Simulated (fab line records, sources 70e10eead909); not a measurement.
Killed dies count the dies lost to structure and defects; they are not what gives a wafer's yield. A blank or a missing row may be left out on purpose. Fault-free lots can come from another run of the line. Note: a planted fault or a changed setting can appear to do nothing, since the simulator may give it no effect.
fab line records :: flow nand-harc :: part 2 of 2: steps 26 to 36 of 36
record
  lots=5
  wafers=15
  last-day=31
route steps=1302 shown P_M0@277 P_M1@285
lots that met no fault: taken from a fault-free run of the same line
start-h: the number of hours between the record's first day and the start of the first shown wafer of the lot :: wait-h: hours from the lot's prior step to this one :: " unchanged from the row above :: L1.1+2: a single row standing in for several wafers :: - no value, or no start given :: * or withheld: withheld :: < > ~ a bound
route shown NAME@n: a module of which the file shows steps, and the number in the route of the first :: usual: the fault-free wafers' mean and standard deviation :: same: alike in all rows :: chamber/n: place in a boat :: sites: each site's reading :: _std_site: their standard deviation :: _edge_site: inner sites' mean taken away from outer sites' mean :: radius-mm: for every site, how far away it sits from the centre of the wafer :: mask NAME#n: copy n :: behind: tool/chamber where the wafer was last shaped :: hold: cause of the lot's hold/its duration in hours/its outcome :: device: the n, p or np transistor that did not switch :: end of line: tests run on the same wafers once the route is complete :: for a step that has no rows: nothing shown but its recipe :: killed: dies lost to structure and defects at the first sort, not the wafer's yield :: map: the dies of a wafer, with x for killed, . for not killed, _ for no die there
set.NAME: the setting that was run; set.NAME@STEP: the one run at that earlier step :: model.NAME: the simulator's own value behind a step, which no gauge read
lots seen at some steps along the route; tables by step, rows by wafer
services: when a tool's chamber went out of use (start-h, in hours from the record's first day, below 0 if earlier), for how many hours, and the reason
## steps
# step NHARC_P_M1_ETCH_28
# recipe
  target-depth-a=300
  over-etch-frac=0.3
  time-s=72.99
  ion-energy-ev=150
  cf4-flow-sccm=50
  n2-flow-sccm=100
  ar-flow-sccm=150
  rf-w=300
  bias-w=100
  chemistry=CF4/N2
# usual
  chamber-pressure-mTorr=29.999/0.028
  drypump-motor-current-A=5.9/0.49
  oes-product-au=0.996/0.0088
  rf-vpp-V=313.9/1.8
  showerhead-plenum-p-Torr=2.61/0.086
  throttle-valve-pct=19.793/0.008
lot.wafer: L076.1
tool: rie-diel-12
chamber: 2
start-h: -
wait-h: -
chamber-pressure-mTorr: 30.003
drypump-motor-current-A: 5.3
oes-product-au: 1.000
rf-hours-counter-h: 5
rf-vpp-V: 316.3
showerhead-plenum-p-Torr: 2.72
throttle-valve-pct: 19.784

lot.wafer: L076.3
tool: rie-diel-12
chamber: 3
start-h: -
wait-h: -
chamber-pressure-mTorr: 29.984
drypump-motor-current-A: 5.9
oes-product-au: 1.007
rf-hours-counter-h: 6
rf-vpp-V: 312.5
showerhead-plenum-p-Torr: 2.49
throttle-valve-pct: 19.799

lot.wafer: L076.6
tool: rie-diel-12
chamber: 0
start-h: -
wait-h: -
chamber-pressure-mTorr: 30.008
drypump-motor-current-A: 6.3
oes-product-au: 0.993
rf-hours-counter-h: -
rf-vpp-V: 311.2
showerhead-plenum-p-Torr: 2.57
throttle-valve-pct: 19.802

lot.wafer: L077.4
tool: rie-diel-12
chamber: 1
start-h: -
wait-h: -
chamber-pressure-mTorr: 29.997
drypump-motor-current-A: 5.7
oes-product-au: 1.012
rf-hours-counter-h: 6
rf-vpp-V: 314.5
showerhead-plenum-p-Torr: 2.58
throttle-valve-pct: 19.787

lot.wafer: L077.2
tool: rie-diel-12
chamber: 2
start-h: -
wait-h: -
chamber-pressure-mTorr: 30.014
drypump-motor-current-A: 5.2
oes-product-au: 0.995
rf-hours-counter-h: 7
rf-vpp-V: 315.4
showerhead-plenum-p-Torr: 2.72
throttle-valve-pct: 19.786

lot.wafer: L077.3
tool: rie-diel-12
chamber: 3
start-h: -
wait-h: -
chamber-pressure-mTorr: 29.979
drypump-motor-current-A: 5.9
oes-product-au: 0.996
rf-hours-counter-h: 7
rf-vpp-V: 310.9
showerhead-plenum-p-Torr: 2.49
throttle-valve-pct: 19.788

lot.wafer: L084.2
tool: rie-diel-03
chamber: 0
start-h: -
wait-h: -
chamber-pressure-mTorr: 30.000
drypump-motor-current-A: 6.7
oes-product-au: 1.010
rf-hours-counter-h: 7
rf-vpp-V: 312.6
showerhead-plenum-p-Torr: 2.55
throttle-valve-pct: 19.795

lot.wafer: L084.1
tool: rie-diel-03
chamber: 1
start-h: -
wait-h: -
chamber-pressure-mTorr: 30.046
drypump-motor-current-A: 5.7
oes-product-au: 1.003
rf-hours-counter-h: 8
rf-vpp-V: 315.0
showerhead-plenum-p-Torr: 2.61
throttle-valve-pct: 19.782

lot.wafer: L084.6
tool: rie-diel-03
chamber: 3
start-h: -
wait-h: -
chamber-pressure-mTorr: 30.017
drypump-motor-current-A: 5.3
oes-product-au: 0.999
rf-hours-counter-h: -
rf-vpp-V: 313.9
showerhead-plenum-p-Torr: 2.62
throttle-valve-pct: 19.789

lot.wafer: L079.4
tool: rie-diel-06
chamber: 1
start-h: -
wait-h: -
chamber-pressure-mTorr: 30.036
drypump-motor-current-A: 6.1
oes-product-au: 0.988
rf-hours-counter-h: 31
rf-vpp-V: 314.3
showerhead-plenum-p-Torr: 2.67
throttle-valve-pct: 19.791

lot.wafer: L079.2
tool: rie-diel-06
chamber: 3
start-h: -
wait-h: -
chamber-pressure-mTorr: 29.980
drypump-motor-current-A: 5.5
oes-product-au: 0.980
rf-hours-counter-h: 30
rf-vpp-V: 312.8
showerhead-plenum-p-Torr: 2.60
throttle-valve-pct: 19.775

lot.wafer: L079.6
tool: rie-diel-06
chamber: 0
start-h: -
wait-h: -
chamber-pressure-mTorr: 29.941
drypump-motor-current-A: 6.8
oes-product-au: 0.998
rf-hours-counter-h: -
rf-vpp-V: 313.8
showerhead-plenum-p-Torr: 2.57
throttle-valve-pct: 19.797

lot.wafer: L087.3
tool: rie-diel-03
chamber: 0
start-h: -
wait-h: -
chamber-pressure-mTorr: 30.035
drypump-motor-current-A: 6.7
oes-product-au: 1.006
rf-hours-counter-h: 9
rf-vpp-V: 314.0
showerhead-plenum-p-Torr: 2.54
throttle-valve-pct: 19.791

lot.wafer: L087.4
tool: rie-diel-03
chamber: 2
start-h: -
wait-h: -
chamber-pressure-mTorr: 29.971
drypump-motor-current-A: 5.6
oes-product-au: 1.005
rf-hours-counter-h: 10
rf-vpp-V: 316.6
showerhead-plenum-p-Torr: 2.79
throttle-valve-pct: 19.789

lot.wafer: L087.6
tool: rie-diel-03
chamber: 0
start-h: -
wait-h: -
chamber-pressure-mTorr: 30.026
drypump-motor-current-A: 6.7
oes-product-au: 0.990
rf-hours-counter-h: -
rf-vpp-V: 313.1
showerhead-plenum-p-Torr: 2.54
throttle-valve-pct: 19.793
# step NHARC_P_M1_STRIP_19
# recipe
  time-s=600
  temp-c=30
  chemistry=post-etch-residue-remover
# usual
  temp-c=29.99/0.11
lot.wafer: L076.1
tool: wet-bench-08
chamber: 4
start-h: 141.81
wait-h: -
temp-c: 29.97

lot.wafer: L076.3
tool: wet-bench-08
chamber: 5
start-h: 141.81
wait-h: -
temp-c: 30.03

lot.wafer: L076.6
tool: wet-bench-08
chamber: 0
start-h: 141.81
wait-h: -
temp-c: 29.92

lot.wafer: L077.2
tool: wet-bench-10
chamber: 2
start-h: 152.74
wait-h: -
temp-c: 29.85

lot.wafer: L077.4
tool: wet-bench-10
chamber: 3
start-h: 152.74
wait-h: -
temp-c: 30.05

lot.wafer: L077.3
tool: wet-bench-10
chamber: 7
start-h: 152.74
wait-h: -
temp-c: 30.01

lot.wafer: L084.2
tool: wet-bench-10
chamber: 2
start-h: 234.82
wait-h: -
temp-c: 29.81

lot.wafer: L084.1
tool: wet-bench-10
chamber: 4
start-h: 234.82
wait-h: -
temp-c: 30.10

lot.wafer: L084.6
tool: wet-bench-10
chamber: 5
start-h: 234.82
wait-h: -
temp-c: 29.92

lot.wafer: L079.4
tool: wet-bench-08
chamber: 1
start-h: 239.93
wait-h: -
temp-c: 29.77

lot.wafer: L079.2
tool: wet-bench-08
chamber: 3
start-h: 239.93
wait-h: -
temp-c: 29.88

lot.wafer: L079.6
tool: wet-bench-08
chamber: 5
start-h: 239.93
wait-h: -
temp-c: 29.88

lot.wafer: L087.6
tool: wet-bench-08
chamber: 6
start-h: 267.70
wait-h: -
temp-c: 30.07

lot.wafer: L087.3
tool: wet-bench-08
chamber: 7
start-h: 267.70
wait-h: -
temp-c: 29.77

lot.wafer: L087.4
tool: wet-bench-08
chamber: 3
start-h: 267.70
wait-h: -
temp-c: 30.17
# step NHARC_P_M1_DEGAS_29
# recipe
  temp-c=250
  time-s=60
# usual
  heater-power-w=351/28
lot.wafer: L076.1
tool: pvd-sputter-03
chamber: -
start-h: 142.07
wait-h: -
heater-power-w: 341

lot.wafer: L076.3
tool: pvd-sputter-03
chamber: -
start-h: 142.07
wait-h: -
heater-power-w: 351

lot.wafer: L076.6
tool: pvd-sputter-03
chamber: -
start-h: 142.07
wait-h: -
heater-power-w: 342

lot.wafer: L077.4
tool: pvd-sputter-03
chamber: -
start-h: 153.01
wait-h: -
heater-power-w: 353

lot.wafer: L077.2
tool: pvd-sputter-03
chamber: -
start-h: 153.01
wait-h: -
heater-power-w: 370

lot.wafer: L077.3
tool: pvd-sputter-03
chamber: -
start-h: 153.01
wait-h: -
heater-power-w: 353

lot.wafer: L084.2
tool: pvd-sputter-03
chamber: -
start-h: 235.11
wait-h: -
heater-power-w: 398

lot.wafer: L084.1
tool: pvd-sputter-03
chamber: -
start-h: 235.11
wait-h: -
heater-power-w: 352

lot.wafer: L084.6
tool: pvd-sputter-03
chamber: -
start-h: 235.11
wait-h: -
heater-power-w: 392

lot.wafer: L079.2
tool: pvd-sputter-03
chamber: -
start-h: 240.20
wait-h: -
heater-power-w: 392

lot.wafer: L079.4
tool: pvd-sputter-03
chamber: -
start-h: 240.20
wait-h: -
heater-power-w: 340

lot.wafer: L079.6
tool: pvd-sputter-03
chamber: -
start-h: 240.20
wait-h: -
heater-power-w: 403

lot.wafer: L087.4
tool: pvd-sputter-03
chamber: -
start-h: 267.98
wait-h: -
heater-power-w: 320

lot.wafer: L087.3
tool: pvd-sputter-03
chamber: -
start-h: 267.98
wait-h: -
heater-power-w: 343

lot.wafer: L087.6
tool: pvd-sputter-03
chamber: -
start-h: 267.98
wait-h: -
heater-power-w: 397
# step NHARC_P_M1_PRE_CLEAN_30
# recipe
  time-s=30
  temp-c=280
  gas=H2/He
# usual
  heater-power-w=430/33
lot.wafer: L076.1
tool: pvd-sputter-03
chamber: -
start-h: -
wait-h: -
heater-power-w: 438

lot.wafer: L076.3
tool: pvd-sputter-03
chamber: -
start-h: -
wait-h: -
heater-power-w: 457

lot.wafer: L076.6
tool: pvd-sputter-03
chamber: -
start-h: -
wait-h: -
heater-power-w: 455

lot.wafer: L077.4
tool: pvd-sputter-03
chamber: -
start-h: -
wait-h: -
heater-power-w: 448

lot.wafer: L077.2
tool: pvd-sputter-03
chamber: -
start-h: -
wait-h: -
heater-power-w: 438

lot.wafer: L077.3
tool: pvd-sputter-03
chamber: -
start-h: -
wait-h: -
heater-power-w: 457

lot.wafer: L084.1
tool: pvd-sputter-03
chamber: -
start-h: -
wait-h: -
heater-power-w: 412

lot.wafer: L084.2
tool: pvd-sputter-03
chamber: -
start-h: -
wait-h: -
heater-power-w: 388

lot.wafer: L084.6
tool: pvd-sputter-03
chamber: -
start-h: -
wait-h: -
heater-power-w: 425

lot.wafer: L079.4
tool: pvd-sputter-03
chamber: -
start-h: -
wait-h: -
heater-power-w: 487

lot.wafer: L079.2
tool: pvd-sputter-03
chamber: -
start-h: -
wait-h: -
heater-power-w: 448

lot.wafer: L079.6
tool: pvd-sputter-03
chamber: -
start-h: -
wait-h: -
heater-power-w: 444

lot.wafer: L087.3
tool: pvd-sputter-03
chamber: -
start-h: -
wait-h: -
heater-power-w: 450

lot.wafer: L087.4
tool: pvd-sputter-03
chamber: -
start-h: -
wait-h: -
heater-power-w: 472

lot.wafer: L087.6
tool: pvd-sputter-03
chamber: -
start-h: -
wait-h: -
heater-power-w: 461
# step NHARC_P_M1_PVD_20
# recipe
  target-thk-a=50
  bias-v=168.6
  power-w=15000
  chamber-pressure-pa=0.12
  time-s=8.06
  substrate-temp-c=50
  material=TaN
# usual
  cathode-dc-power-W=15000/2.8
  throttle-valve-pct=29.9/1.2
lot.wafer: L076.1
tool: pvd-sputter-03
chamber: -
start-h: -
wait-h: -
cathode-dc-power-W: 14999
throttle-valve-pct: 27.3

lot.wafer: L076.3
tool: pvd-sputter-03
chamber: -
start-h: -
wait-h: -
cathode-dc-power-W: 14992
throttle-valve-pct: 31.1

lot.wafer: L076.6
tool: pvd-sputter-03
chamber: -
start-h: -
wait-h: -
cathode-dc-power-W: 14996
throttle-valve-pct: 30.2

lot.wafer: L077.3
tool: pvd-sputter-03
chamber: -
start-h: -
wait-h: -
cathode-dc-power-W: 14994
throttle-valve-pct: 27.5

lot.wafer: L077.4
tool: pvd-sputter-03
chamber: -
start-h: -
wait-h: -
cathode-dc-power-W: 15002
throttle-valve-pct: 30.0

lot.wafer: L077.2
tool: pvd-sputter-03
chamber: -
start-h: -
wait-h: -
cathode-dc-power-W: 15002
throttle-valve-pct: 31.1

lot.wafer: L084.1
tool: pvd-sputter-03
chamber: -
start-h: -
wait-h: -
cathode-dc-power-W: 15000
throttle-valve-pct: 30.2

lot.wafer: L084.2
tool: pvd-sputter-03
chamber: -
start-h: -
wait-h: -
cathode-dc-power-W: 14998
throttle-valve-pct: 29.7

lot.wafer: L084.6
tool: pvd-sputter-03
chamber: -
start-h: -
wait-h: -
cathode-dc-power-W: 14998
throttle-valve-pct: 31.8

lot.wafer: L079.2
tool: pvd-sputter-03
chamber: -
start-h: -
wait-h: -
cathode-dc-power-W: 14999
throttle-valve-pct: 29.8

lot.wafer: L079.4
tool: pvd-sputter-03
chamber: -
start-h: -
wait-h: -
cathode-dc-power-W: 14997
throttle-valve-pct: 31.8

lot.wafer: L079.6
tool: pvd-sputter-03
chamber: -
start-h: -
wait-h: -
cathode-dc-power-W: 14998
throttle-valve-pct: 28.8

lot.wafer: L087.3
tool: pvd-sputter-03
chamber: -
start-h: -
wait-h: -
cathode-dc-power-W: 15000
throttle-valve-pct: 32.0

lot.wafer: L087.4
tool: pvd-sputter-03
chamber: -
start-h: -
wait-h: -
cathode-dc-power-W: 14998
throttle-valve-pct: 28.5

lot.wafer: L087.6
tool: pvd-sputter-03
chamber: -
start-h: -
wait-h: -
cathode-dc-power-W: 15005
throttle-valve-pct: 31.4
# step NHARC_P_M1_PVD_21
# recipe
  target-thk-a=300
  chamber-pressure-pa=5
  power-w=5000
  substrate-temp-c=30
  time-s=20.49
  material=Cu
# usual
  cathode-dc-power-W=5000.1/0.92
  throttle-valve-pct=29.9/1.2
lot.wafer: L076.1
tool: pvd-sputter-03
chamber: -
start-h: -
wait-h: -
cathode-dc-power-W: 5001.7
throttle-valve-pct: 30.6

lot.wafer: L076.3
tool: pvd-sputter-03
chamber: -
start-h: -
wait-h: -
cathode-dc-power-W: 5000.2
throttle-valve-pct: 29.5

lot.wafer: L076.6
tool: pvd-sputter-03
chamber: -
start-h: -
wait-h: -
cathode-dc-power-W: 5000.0
throttle-valve-pct: 27.6

lot.wafer: L077.2
tool: pvd-sputter-03
chamber: -
start-h: -
wait-h: -
cathode-dc-power-W: 4997.9
throttle-valve-pct: 31.3

lot.wafer: L077.3
tool: pvd-sputter-03
chamber: -
start-h: -
wait-h: -
cathode-dc-power-W: 4999.2
throttle-valve-pct: 27.4

lot.wafer: L077.4
tool: pvd-sputter-03
chamber: -
start-h: -
wait-h: -
cathode-dc-power-W: 5000.0
throttle-valve-pct: 29.6

lot.wafer: L084.1
tool: pvd-sputter-03
chamber: -
start-h: -
wait-h: -
cathode-dc-power-W: 5000.0
throttle-valve-pct: 30.1

lot.wafer: L084.2
tool: pvd-sputter-03
chamber: -
start-h: -
wait-h: -
cathode-dc-power-W: 5001.7
throttle-valve-pct: 28.6

lot.wafer: L084.6
tool: pvd-sputter-03
chamber: -
start-h: -
wait-h: -
cathode-dc-power-W: 5000.1
throttle-valve-pct: 30.2

lot.wafer: L079.2
tool: pvd-sputter-03
chamber: -
start-h: -
wait-h: -
cathode-dc-power-W: 4999.9
throttle-valve-pct: 28.7

lot.wafer: L079.4
tool: pvd-sputter-03
chamber: -
start-h: -
wait-h: -
cathode-dc-power-W: 5000.3
throttle-valve-pct: 30.0

lot.wafer: L079.6
tool: pvd-sputter-03
chamber: -
start-h: -
wait-h: -
cathode-dc-power-W: 5000.3
throttle-valve-pct: 30.5

lot.wafer: L087.3
tool: pvd-sputter-03
chamber: -
start-h: -
wait-h: -
cathode-dc-power-W: 4999.0
throttle-valve-pct: 28.8

lot.wafer: L087.4
tool: pvd-sputter-03
chamber: -
start-h: -
wait-h: -
cathode-dc-power-W: 5001.8
throttle-valve-pct: 29.7

lot.wafer: L087.6
tool: pvd-sputter-03
chamber: -
start-h: -
wait-h: -
cathode-dc-power-W: 5001.7
throttle-valve-pct: 28.6
# step NHARC_P_M1_ECD_22
# recipe
  target-thk-a=4000
  bath-temp-c=25
  material=Cu
lot.wafer: L076.1+3+6
tool: ecd-cu-01
chamber: 0,1,1
start-h: 142.43
wait-h: -

lot.wafer: L077.2+3+4
tool: ecd-cu-01
chamber: 0,0,1
start-h: 153.37
wait-h: -

lot.wafer: L084.2+1+6
tool: ecd-cu-01
chamber: 1,0,0
start-h: 235.76
wait-h: -

lot.wafer: L079.2+4+6
tool: ecd-cu-01
chamber: 0,1,1
start-h: 240.56
wait-h: -

lot.wafer: L087.4+3+6
tool: ecd-cu-01
chamber: 1,0,1
start-h: 268.42
wait-h: -
# step NHARC_P_M1_ANNEAL_31
# recipe
  temp-c=225
  time-s=90
# usual
  wafer_temp_C_max=226.05/0.28
lot.wafer: L076.1
tool: rtp-anneal-02
chamber: 0
start-h: 142.91
wait-h: 0.4
wafer_temp_C_max: 225.93

lot.wafer: L076.3
tool: rtp-anneal-02
chamber: 0
start-h: 142.91
wait-h: 0.4
wafer_temp_C_max: 225.97

lot.wafer: L076.6
tool: rtp-anneal-02
chamber: 0
start-h: 142.91
wait-h: 0.4
wafer_temp_C_max: 226.35

lot.wafer: L077.2
tool: rtp-anneal-01
chamber: 0
start-h: 153.83
wait-h: 0.4
wafer_temp_C_max: 226.02

lot.wafer: L077.3
tool: rtp-anneal-01
chamber: 0
start-h: 153.83
wait-h: 0.4
wafer_temp_C_max: 225.86

lot.wafer: L077.4
tool: rtp-anneal-01
chamber: 0
start-h: 153.83
wait-h: 0.4
wafer_temp_C_max: 225.78

lot.wafer: L084.1
tool: rtp-anneal-01
chamber: 0
start-h: 236.15
wait-h: 0.3
wafer_temp_C_max: 226.16

lot.wafer: L084.2
tool: rtp-anneal-01
chamber: 0
start-h: 236.15
wait-h: 0.3
wafer_temp_C_max: 226.31

lot.wafer: L084.6
tool: rtp-anneal-01
chamber: 0
start-h: 236.15
wait-h: 0.3
wafer_temp_C_max: 225.81

lot.wafer: L079.2
tool: rtp-anneal-02
chamber: 0
start-h: 241.13
wait-h: -
wafer_temp_C_max: 225.70

lot.wafer: L079.4
tool: rtp-anneal-02
chamber: 0
start-h: 241.13
wait-h: -
wafer_temp_C_max: 225.68

lot.wafer: L079.6
tool: rtp-anneal-02
chamber: 0
start-h: 241.13
wait-h: -
wafer_temp_C_max: 225.45

lot.wafer: L087.3
tool: rtp-anneal-02
chamber: 0
start-h: 268.80
wait-h: -
wafer_temp_C_max: 226.34

lot.wafer: L087.4
tool: rtp-anneal-02
chamber: 0
start-h: 268.80
wait-h: -
wafer_temp_C_max: 226.28

lot.wafer: L087.6
tool: rtp-anneal-02
chamber: 0
start-h: 268.80
wait-h: -
wafer_temp_C_max: 226.26
# step NHARC_P_M1_CMP_23
# recipe
  t-overpolish-s=20
  target-thk-nm=157.82
# usual
  edge-zone-pressure-frac=1.000/0.0045
  motor-current-A=11.7/1.3
  slurry-filter-dp-kPa=13.48/0.15
  time-to-endpoint-s=29.4/2.8
lot.wafer: L076.1
tool: cmp-04
chamber: 0
start-h: 143.31
wait-h: -
edge-zone-pressure-frac: 0.996
motor-current-A: 10.8
slurry-filter-dp-kPa: 13.85
time-to-endpoint-s: 28.4

lot.wafer: L076.3
tool: cmp-04
chamber: 1
start-h: 143.31
wait-h: -
edge-zone-pressure-frac: 1.003
motor-current-A: 10.9
slurry-filter-dp-kPa: 13.66
time-to-endpoint-s: 29.2

lot.wafer: L076.6
tool: cmp-04
chamber: 2
start-h: 143.31
wait-h: -
edge-zone-pressure-frac: 1.004
motor-current-A: 12.0
slurry-filter-dp-kPa: 13.42
time-to-endpoint-s: 29.8

lot.wafer: L077.4
tool: cmp-04
chamber: 2
start-h: 154.12
wait-h: -
edge-zone-pressure-frac: 1.007
motor-current-A: 11.2
slurry-filter-dp-kPa: 13.43
time-to-endpoint-s: 34.4

lot.wafer: L077.3
tool: cmp-04
chamber: 3
start-h: 154.12
wait-h: -
edge-zone-pressure-frac: 1.002
motor-current-A: 13.7
slurry-filter-dp-kPa: 13.85
time-to-endpoint-s: 33.9

lot.wafer: L077.2
tool: cmp-04
chamber: 0
start-h: 154.12
wait-h: -
edge-zone-pressure-frac: 1.001
motor-current-A: 10.4
slurry-filter-dp-kPa: 13.50
time-to-endpoint-s: 31.6

lot.wafer: L084.1
tool: cmp-03
chamber: 1
start-h: 236.54
wait-h: -
edge-zone-pressure-frac: 0.998
motor-current-A: 12.9
slurry-filter-dp-kPa: 13.36
time-to-endpoint-s: 26.6

lot.wafer: L084.2
tool: cmp-03
chamber: 2
start-h: 236.54
wait-h: -
edge-zone-pressure-frac: 1.003
motor-current-A: 12.2
slurry-filter-dp-kPa: 13.38
time-to-endpoint-s: 27.0

lot.wafer: L084.6
tool: cmp-03
chamber: 0
start-h: 236.54
wait-h: -
edge-zone-pressure-frac: 1.000
motor-current-A: 11.5
slurry-filter-dp-kPa: 13.33
time-to-endpoint-s: 25.2

lot.wafer: L079.2
tool: cmp-04
chamber: 1
start-h: 241.42
wait-h: -
edge-zone-pressure-frac: 0.992
motor-current-A: 11.0
slurry-filter-dp-kPa: 13.66
time-to-endpoint-s: 28.4

lot.wafer: L079.4
tool: cmp-04
chamber: 2
start-h: 241.42
wait-h: -
edge-zone-pressure-frac: 1.000
motor-current-A: 11.7
slurry-filter-dp-kPa: 13.36
time-to-endpoint-s: 27.5

lot.wafer: L079.6
tool: cmp-04
chamber: 2
start-h: 241.42
wait-h: -
edge-zone-pressure-frac: 1.002
motor-current-A: 12.2
slurry-filter-dp-kPa: 13.28
time-to-endpoint-s: 24.5

lot.wafer: L087.4
tool: cmp-03
chamber: 3
start-h: 269.07
wait-h: -
edge-zone-pressure-frac: 0.996
motor-current-A: 9.2
slurry-filter-dp-kPa: 13.43
time-to-endpoint-s: 31.2

lot.wafer: L087.3
tool: cmp-03
chamber: 2
start-h: 269.07
wait-h: -
edge-zone-pressure-frac: 0.992
motor-current-A: 11.2
slurry-filter-dp-kPa: 13.65
time-to-endpoint-s: 30.2

lot.wafer: L087.6
tool: cmp-03
chamber: 0
start-h: 269.07
wait-h: -
edge-zone-pressure-frac: 0.998
motor-current-A: 11.3
slurry-filter-dp-kPa: 13.32
time-to-endpoint-s: 25.7
# step NHARC_P_M1_THK_MEAS_24
# recipe
  thk-meas-gauge=xrf
# usual
  thk-nm=157.9/1.5
lot.wafer: L076.1
tool: film-metro-02
chamber: -
start-h: 143.57
wait-h: -
thk-nm: 157.0

lot.wafer: L076.3
tool: film-metro-02
chamber: -
start-h: 143.57
wait-h: -
thk-nm: 159.2

lot.wafer: L076.6
tool: film-metro-02
chamber: -
start-h: 143.57
wait-h: -
thk-nm: 158.4

lot.wafer: L077.2
tool: film-metro-01
chamber: -
start-h: 154.44
wait-h: -
thk-nm: 157.4

lot.wafer: L077.3
tool: film-metro-01
chamber: -
start-h: 154.44
wait-h: -
thk-nm: 157.3

lot.wafer: L077.4
tool: film-metro-01
chamber: -
start-h: 154.44
wait-h: -
thk-nm: 157.7

lot.wafer: L084.1
tool: film-metro-01
chamber: -
start-h: 236.80
wait-h: -
thk-nm: 159.9

lot.wafer: L084.2
tool: film-metro-01
chamber: -
start-h: 236.80
wait-h: -
thk-nm: 157.3

lot.wafer: L084.6
tool: film-metro-01
chamber: -
start-h: 236.80
wait-h: -
thk-nm: 155.8

lot.wafer: L079.2
tool: film-metro-01
chamber: -
start-h: 241.73
wait-h: -
thk-nm: 158.8

lot.wafer: L079.4
tool: film-metro-01
chamber: -
start-h: 241.73
wait-h: -
thk-nm: 158.1

lot.wafer: L079.6
tool: film-metro-01
chamber: -
start-h: 241.73
wait-h: -
thk-nm: 159.4

lot.wafer: L087.3
tool: film-metro-01
chamber: -
start-h: 269.38
wait-h: -
thk-nm: 157.0

lot.wafer: L087.4
tool: film-metro-01
chamber: -
start-h: 269.38
wait-h: -
thk-nm: 158.6

lot.wafer: L087.6
tool: film-metro-01
chamber: -
start-h: 269.38
wait-h: -
thk-nm: 156.9
# step NHARC_P_M1_SRD_25
lot.wafer: L076.3+6+1
tool: wet-bench-10
chamber: 0,1,5
start-h: 143.61
wait-h: 0.0

lot.wafer: L077.4+2+3
tool: wet-bench-10
chamber: 6,1,2
start-h: 154.48
wait-h: 0.0

lot.wafer: L084.2+6+1
tool: wet-bench-10
chamber: 3,4,6
start-h: 236.85
wait-h: 0.0

lot.wafer: L079.2+4+6
tool: wet-bench-08
chamber: 1,4,5
start-h: 241.77
wait-h: 0.0

lot.wafer: L087.3+4+6
tool: wet-bench-10
chamber: 3,5,6
start-h: 269.42
wait-h: 0.0
## services
tool: wet-bench-08
chamber: -
start-h: 118.40
hours: 8.0
kind: pm

tool: rie-diel-12
chamber: 0
start-h: 118.72
hours: 4.5
kind: repair

tool: pvd-sputter-03
chamber: -
start-h: 124.56
hours: 1.7
kind: repair

tool: rie-diel-12
chamber: 0
start-h: 124.99
hours: 9.8
kind: repair

tool: wet-bench-10
chamber: -
start-h: 135.20
hours: 8.0
kind: pm

tool: rie-diel-03
chamber: 2
start-h: 151.05
hours: 5.6
kind: repair

tool: pecvd-02
chamber: -
start-h: 151.43
hours: 2.5
kind: repair

tool: litho-track-01
chamber: -
start-h: 155.00
hours: 7.0
kind: pm

tool: wet-bench-10
chamber: -
start-h: 158.32
hours: 2.5
kind: repair

tool: ecd-cu-01
chamber: -
start-h: 160.00
hours: 8.0
kind: pm

tool: cmp-03
chamber: -
start-h: 161.57
hours: 0.8
kind: repair

tool: cmp-03
chamber: -
start-h: 164.59
hours: 4.0
kind: pm

tool: pvd-sputter-03
chamber: -
start-h: 170.03
hours: 10.0
kind: pm

tool: litho-track-06
chamber: -
start-h: 179.00
hours: 7.0
kind: pm

tool: cmp-03
chamber: -
start-h: 179.02
hours: 1.6
kind: repair

tool: rie-diel-12
chamber: 0
start-h: 187.32
hours: 14.6
kind: repair

tool: pvd-sputter-03
chamber: -
start-h: 189.44
hours: 9.0
kind: repair

tool: litho-track-04
chamber: -
start-h: 203.00
hours: 7.0
kind: pm

tool: cmp-03
chamber: -
start-h: 204.11
hours: 3.3
kind: repair

tool: rtp-anneal-02
chamber: -
start-h: 217.08
hours: 1.5
kind: repair

tool: pecvd-02
chamber: -
start-h: 227.48
hours: 13.0
kind: pm

tool: cmp-03
chamber: -
start-h: 229.46
hours: 0.7
kind: repair

tool: rie-diel-12
chamber: -
start-h: 252.69
hours: 0.6
kind: repair

tool: rie-diel-12
chamber: -
start-h: 268.80
hours: 9.0
kind: pm
